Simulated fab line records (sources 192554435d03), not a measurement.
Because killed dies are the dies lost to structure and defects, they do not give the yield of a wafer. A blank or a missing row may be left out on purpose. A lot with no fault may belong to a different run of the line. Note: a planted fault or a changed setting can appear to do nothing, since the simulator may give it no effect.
Matching of chambers -- flow n5 finfet -- 3 sister chambers for N5_BEOL_M10_CURE_72 on uv cure-01
The step cures SiCOH lowk, time 120 s. 14 wafers are shown with their chamber, then 7 later ones without.

## EACH WAFER AND ITS CHAMBER
wafer,chamber,wafer_temp_C_max,lamp power pct (%)
L074.2,0,370.9,52.25
L074.3,0,370.6,52.34
L074.4,0,371.4,52.36
L081.1,2,371.5,52.21
L081.3,2,371.2,52.38
L081.6,2,371.6,52.22
L082.1,0,371.8,52.20
L082.3,0,371.1,52.26
L082.4,0,371.3,52.26
L084.2,1,372.6,52.32
L084.3,1,372.4,52.24
L084.6,1,372.5,52.33
L088.1,1,372.7,52.31
L088.5,1,373.3,52.34

SIGNATURES (means of the wafers above)
reading,chamber 0,chamber 1,chamber 2,scatter within a chamber
wafer_temp_C_max,371.183,372.700,371.433,0.364
lamp power pct,52.2783,52.3080,52.2700,0.0622
Rule: for each reading, subtract the chamber's mean from the wafer's reading, divide by that reading's scatter and square the result; add these up over the readings and take the root, which gives the wafer's distance from the chamber. If the next closest chamber is less than 2 further off than the closest, the wafer can't be placed; otherwise it belongs to the closest. How the scatter is found: for the shown wafers, subtract from each reading the mean of its chamber, square and add these, divide the total by (wafers less chambers), then take the root.

## WAFERS WITH NO CHAMBER GIVEN
wafer,wafer_temp_C_max,lamp power pct (%)
L088.6,373.4,52.29
L094.3,371.4,52.36
L094.4,371.4,52.34
L094.6,371.5,52.36
L097.2,373.6,52.29
L097.4,372.9,52.34
L097.6,372.8,52.34

## THE CHAMBER EACH PASSED THROUGH
wafer,from the rows above,in truth
L088.6,1,1
L094.3,can't be placed: 0 or 2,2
L094.4,can't be placed: 2 or 0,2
L094.6,can't be placed: 2 or 0 or 1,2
L097.2,1,1
L097.4,1,1
L097.6,1,1
Correctly placed: 4 of 7. Can't be placed from these rows: 3 (the true chamber is among the candidates in 3). 0 placed wrongly.
